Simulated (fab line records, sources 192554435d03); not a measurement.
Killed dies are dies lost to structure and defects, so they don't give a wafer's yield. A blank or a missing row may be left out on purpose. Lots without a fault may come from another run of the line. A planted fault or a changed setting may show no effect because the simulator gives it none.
fab line records | flow n5_finfet
record lots=6 wafers=17 last_day=20
route steps=1938 shown BEOL_M11@1580 PASSIVATION@1936
lots that met no fault: from a run of the same line without faults
start_h: hours from the record's first day to the start of the lot's first wafer shown | wait_h: hours since the lot's step before | " the same as in the row above | L1.1+2: a row that stands for several wafers | - no value, or no start given | * or withheld: withheld | < > ~ a bound
route shown NAME@n: a module of which the file shows steps, and the number in the route of the first | usual: mean/standard deviation of fault-free wafers | same: alike in all rows | chamber/n: place in a boat | sites: the reading at each site | _std_site: their standard deviation | _edge_site: outer sites' mean less inner sites' | radius_mm: how far each site lies from the wafer's centre | mask NAME#n: copy n | behind: the tool/chamber that last shaped the wafer | hold: why the lot was held/for how many hours/how that ended | device: the transistor (n, p or np) that didn't switch | end of line: the same wafers' tests at the end of the route | a step without rows: its recipe alone | killed: dies lost to structure and defects at the first sort, not the wafer's yield | map: a wafer's dies, x killed, . not, _ none there
set.NAME: the setting as run; set.NAME@STEP: as run at that earlier step | model.NAME: the simulator's own value behind a step, which no gauge read
lots at some steps of the route; a table a step, a row a wafer
services: from which hour (start_h, from the record's first day; less than 0 if before it) a tool's chamber was out of use, for how many hours, and why
## steps
# step N5_BEOL_M11_STRIP_77
# recipe chemistry=N2/H2 time_s=10 power_w=450 temp_c=40 pressure_mtorr=20 rf_frequency_hz=6e+07 bias_power_w=7 n2_flow_sccm=200 h2_flow_sccm=200
# step N5_BEOL_M11_OCD_MEAS_38
# usual trench_depth_nm=147.8/1.6
# columns lot.wafer tool chamber start_h wait_h trench_depth_nm
L582.1 ocd-01 - 287.36 - 147.3
L582.2 " - " " 145.3
L582.4 " - " " 146.7
L583.1 ocd-01 - 303.17 - 149.1
L583.2 " - " " 148.5
L583.5 " - " " 148.2
L591.4 ocd-02 - 371.75 - 148.3
L591.6 " - " " 147.4
L592.3 ocd-02 - 380.22 - 145.6
L592.4 " - " " 148.1
L592.5 " - " " 146.6
L596.3 ocd-01 - 410.68 - 146.9
L596.4 " - " " 146.3
L596.6 " - " " 148.1
L599.2 ocd-01 - 431.93 - 146.8
L599.3 " - " " 148.0
L599.5 " - " " 149.3
# step N5_BEOL_M11_HM_STRIP_39
# recipe chemistry=peroxide_tin_strip material=TiN target_depth_a=250 temp_c=50 time_s=158
# step N5_BEOL_M11_SRD_40
# recipe time_s=30 temp_c=23 rinse_liquid=diw dry=ipa_marangoni
# step N5_BEOL_M11_PRECLEAN_42
# recipe chemistry=residue_remover time_s=60 temp_c=40
# step N5_BEOL_M11_SRD_43
# recipe time_s=30 temp_c=23 rinse_liquid=diw dry=ipa_marangoni
# step N5_BEOL_M11_CD_MEAS_35
# recipe target_cd_nm=70 polarity=opening
# usual cd_nm=70.1/0.5
# columns lot.wafer tool chamber start_h wait_h cd_nm
L582.1 cd_sem-02 - 287.51 0.0 70.3
L582.2 " - " " 70.7
L582.4 " - " " 70.5
L583.1 cd_sem-02 - 303.32 0.0 70.6
L583.2 " - " " 70.1
L583.5 " - " " 70.7
L591.4 cd_sem-03 - 371.91 0.0 69.9
L591.6 " - " " 70.0
L592.3 cd_sem-02 - 380.37 0.0 69.8
L592.4 " - " " 69.9
L592.5 " - " " 70.0
L596.3 cd_sem-02 - 410.83 0.0 69.4
L596.4 " - " " 69.8
L596.6 " - " " 69.5
L599.2 cd_sem-01 - 432.08 0.0 69.1
L599.3 " - " " 69.6
L599.5 " - " " 69.4
# step N5_BEOL_M11_CURE_72
# recipe temp_c=370 time_s=120 ambient=DMADMS/He material=SiCOH_lowk
# usual lamp_power_pct=52.31/0.054 wafer_temp_C_max=372.5/0.63
# columns lot.wafer tool chamber start_h wait_h lamp_power_pct wafer_temp_C_max
L582.1 uv_cure-03 0 287.56 0.0 52.32 373.2
L582.2 " 0 " " 52.41 373.3
L582.4 " 0 " " 52.35 372.3
L583.1 uv_cure-03 0 303.36 0.0 52.35 372.5
L583.2 " 0 " " 52.28 372.8
L583.5 " 0 " " 52.28 372.8
L591.4 uv_cure-03 2 372.39 0.5 52.26 372.8
L591.6 " 2 " " 52.36 372.9
L592.3 uv_cure-01 0 380.91 0.5 52.28 371.9
L592.4 " 0 " " 52.37 372.8
L592.5 " 0 " " 52.27 372.0
L596.3 uv_cure-03 0 410.97 0.1 52.31 373.2
L596.4 " 0 " " 52.30 372.7
L596.6 " 0 " " 52.24 373.2
L599.2 uv_cure-03 0 432.24 0.2 52.36 372.9
L599.3 " 0 " " 52.30 372.0
L599.5 " 0 " " 52.30 372.2
# step N5_BEOL_M11_DEGAS_44
# recipe ambient=vacuum temp_c=250 time_s=60
# usual heater_power_w=313/35
# columns lot.wafer tool chamber start_h wait_h heater_power_w
L582.1 pvd_sputter-01 - 289.98 2.4 314
L582.2 " - " " 292
L582.4 " - " " 298
L583.1 pvd_sputter-03 - 305.75 2.3 417
L583.2 " - " " 317
L583.5 " - " " 276
L591.4 pvd_sputter-02 - 372.59 0.1 316
L591.6 " - " " 287
L592.3 pvd_sputter-01 - 381.13 0.2 309
L592.4 " - " " 287
L592.5 " - " " 360
L596.3 pvd_sputter-02 - 411.24 0.2 317
L596.4 " - " " 280
L596.6 " - " " 281
L599.2 pvd_sputter-02 - 433.64 1.3 320
L599.3 " - " " 289
L599.5 " - " " 287
# step N5_BEOL_M11_PRE_CLEAN_45
# recipe gas=H2/He time_s=30 temp_c=250
# usual heater_power_w=313/35
# columns lot.wafer tool chamber start_h wait_h heater_power_w
L582.1 pvd_sputter-01 - 290.02 0.0 313
L582.2 " - " " 287
L582.4 " - " " 303
L583.1 pvd_sputter-03 - 305.79 0.0 410
L583.2 " - " " 317
L583.5 " - " " 280
L591.4 pvd_sputter-02 - 372.63 0.0 316
L591.6 " - " " 282
L592.3 pvd_sputter-01 - 381.17 0.0 302
L592.4 " - " " 282
L592.5 " - " " 359
L596.3 pvd_sputter-02 - 411.28 0.0 326
L596.4 " - " " 291
L596.6 " - " " 285
L599.2 pvd_sputter-02 - 433.68 0.0 321
L599.3 " - " " 276
L599.5 " - " " 287
# step N5_BEOL_M11_ALD_74
# recipe material=TaN target_thk_a=20 temp_c=275 ald_precursor_family=PDMAT ald_co_reactant=NH3 pressure_torr=3 carrier_flow_sccm=1500 pulse_time_s=2 purge_time_s=3 co_reactant_purge_time_s=2 co_reactant_pulse_time_s=3 ald_cycles=40 precursor_vessel_temp_c=75 precursor_vessel_pressure_torr=26.25 precursor_vessel_carrier_sccm=1000
# usual heater_power_w=433/30 precursor_vessel_carrier_sccm=1000/3.1
# columns lot.wafer tool chamber start_h wait_h heater_power_w precursor_vessel_carrier_sccm
L582.1 ald_metal-01 1 290.08 0.0 439 1003
L582.2 " 3 " " 437 998
L582.4 " 2 " " 446 1001
L583.1 ald_metal-01 1 305.92 0.1 433 1005
L583.2 " 3 " " 426 991
L583.5 " 1 " " 437 999
L591.4 ald_metal-04 3 372.69 0.0 364 998
L591.6 " 3 " " 368 999
L592.3 ald_metal-04 3 381.23 0.0 377 999
L592.4 " 2 " " 409 999
L592.5 " 1 " " 492 994
L596.3 ald_metal-03 0 411.34 0.0 430 1000
L596.4 " 1 " " 416 997
L596.6 " 1 " " 410 996
L599.2 ald_metal-01 3 433.74 0.0 438 998
L599.3 " 0 " " 424 997
L599.5 " 1 " " 424 1002
# step N5_BEOL_M11_SURFACE_TREAT_76
# recipe gas=Ar time_s=* ion_energy_ev=* ion_current_ma_cm2=0.5 pressure_mtorr=* ar_flow_sccm=30
# step N5_BEOL_M11_CVD_75
# recipe material=Co target_thk_a=20 temp_c=withheld precursor=CCTBA/H2 pressure_torr=30 time_s=138.9
# usual run_length_s=161.7/0.43
# columns lot.wafer tool chamber start_h wait_h run_length_s
L582.1 cvd_co-01 1 290.52 0.1 161.1
L582.2 " 0 " " 161.8
L582.4 " 2 " " 162.2
L583.1 cvd_co-01 2 306.80 0.3 162.4
L583.2 " 0 " " 162.1
L583.5 " 0 " " 161.8
L591.4 cvd_co-01 0 373.16 0.2 160.0
L591.6 " 1 " " 161.6
L592.3 cvd_co-01 1 381.95 0.3 161.4
L592.4 " 2 " " 159.8
L592.5 " 1 " " 161.2
L596.3 cvd_co-02 1 411.92 0.3 162.1
L596.4 " 2 " " 161.5
L596.6 " 1 " " 162.1
L599.2 cvd_co-02 2 434.60 0.3 161.3
L599.3 " 0 " " 161.2
L599.5 " 1 " " 161.9
# step N5_BEOL_M11_SPUTTER_48
# recipe material=Cu target_thk_a=120 temp_c=-20 bias_v=60 power_w=26000 chamber_pressure_pa=0.13 time_s=2
# usual bias_v=60.0/0.58 throttle_valve_pct=30.2/1.6
# columns lot.wafer tool chamber start_h wait_h bias_v throttle_valve_pct
L582.1 pvd_sputter-01 - 290.64 0.1 59.7 28.2
L582.2 " - " " 59.4 30.1
L582.4 " - " " 60.7 29.4
L583.1 pvd_sputter-03 - 306.93 0.1 60.4 30.7
L583.2 " - " " 60.0 29.8
L583.5 " - " " 59.0 32.6
L591.4 pvd_sputter-02 - 373.32 0.1 59.9 32.7
L591.6 " - " " 59.5 29.6
L592.3 pvd_sputter-01 - 382.07 0.1 59.6 29.7
L592.4 " - " " 59.7 29.2
L592.5 " - " " 59.9 29.7
L596.3 pvd_sputter-03 - 413.49 1.5 59.8 29.3
L596.4 " - " " 60.6 30.9
L596.6 " - " " 59.5 31.1
L599.2 pvd_sputter-01 - 434.75 0.1 60.2 30.0
L599.3 " - " " 60.5 33.0
L599.5 " - " " 60.1 30.0
# step N5_PASSIVATION_PROBE_49
# usual defect_limited_yield=90.9/1.3 killed_at_M0_to_M3=36/11 killed_at_M4_up=13/5.1 killed_at_contacts=14/4.9 killed_at_front_end=41/10 killed_at_other=3.4/2.6 killed_dies=107/16 killed_open=70/11 killed_short=36/7.8 sort_bin_5_function=5.4/0.84 sort_bin_6_memory=3.4/0.67 sort_n_pass=1073/16 sort_yield_pct=90.9/1.3
# same gross_dies=1180 killed_at_back_side=0 sort_bin_4_leakage[%]=0 sort_bin_8_speed[%]=0
# columns lot.wafer tool chamber start_h wait_h defect_limited_yield[%] killed_at_M0_to_M3 killed_at_M4_up killed_at_contacts killed_at_front_end killed_at_other killed_dies killed_open killed_short sort_bin_5_function[%] sort_bin_6_memory[%] sort_n_pass sort_yield_pct[%]
L591.4 prober-01 - 416.94 0.2 89.4 49 23 7 40 6 125 87 38 6.9 3.6 1055 89.4
# killed by level:class
L591.4 BEOL_M0_SAQP:geometric_particle:open=16 FIN_SAQP:geometric_particle:open=15 BEOL_M4:geometric_particle:open=15 BEOL_M1:geometric_particle:open=10 BEOL_M0_SAQP:geometric_particle:short=9 FIN_SAQP:geometric_particle:short=8 MOL_CONTACT_COAG:geometric_particle:open=6 BEOL_M3:geometric_particle:open=6
## services
# columns tool chamber start_h hours kind
ald_metal-03 1 263.77 5.8 repair
ald_metal-04 3 291.30 6.7 repair
cvd_co-02 - 305.14 28.1 pm
cvd_co-01 - 333.24 3.8 pm
uv_cure-03 - 334.74 4.5 pm
cvd_co-01 1 337.04 - clean
cvd_co-01 1 337.04 22.0 scheduled_down
cvd_co-01 1 337.04 22.0 vent_cycle
ald_metal-03 - 337.25 14.0 pm
ald_metal-03 0 337.25 14.0 vent_cycle
ald_metal-03 1 337.25 14.0 vent_cycle
ald_metal-03 2 337.25 14.0 vent_cycle
ald_metal-03 3 337.25 14.0 vent_cycle
cvd_co-02 0 341.91 7.3 repair
ald_metal-03 0 351.25 - clean
cvd_co-01 - 351.78 6.0 pm
cvd_co-02 - 366.41 0.7 repair
uv_cure-01 - 368.52 7.5 pm
cvd_co-02 2 377.66 18.9 repair
cvd_co-02 - 378.38 14.6 pm
uv_cure-03 - 393.46 1.0 pm
ald_metal-03 1 425.27 1.9 repair
cvd_co-01 2 428.08 3.1 repair
uv_cure-03 - 430.55 1.6 repair
## key
first_sign step=N5_BEOL_M11_CVD_75 reading=run_length_s direction=down sigmas=4.3 usual=* struck=*
effect none on later readings
met_at N5_BEOL_M11_CVD_75
struck_wafers L591.4,L592.4
onset_between 306.80 373.16
fault kind=process_parameter_drift tool=cvd_co-01 chamber=- onset_h=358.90 steps=N5_BEOL_M11_CVD_75 channel=time_s offset=* shape=step end_h=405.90 scope=struck_wafers_only acts_in=* stated=*
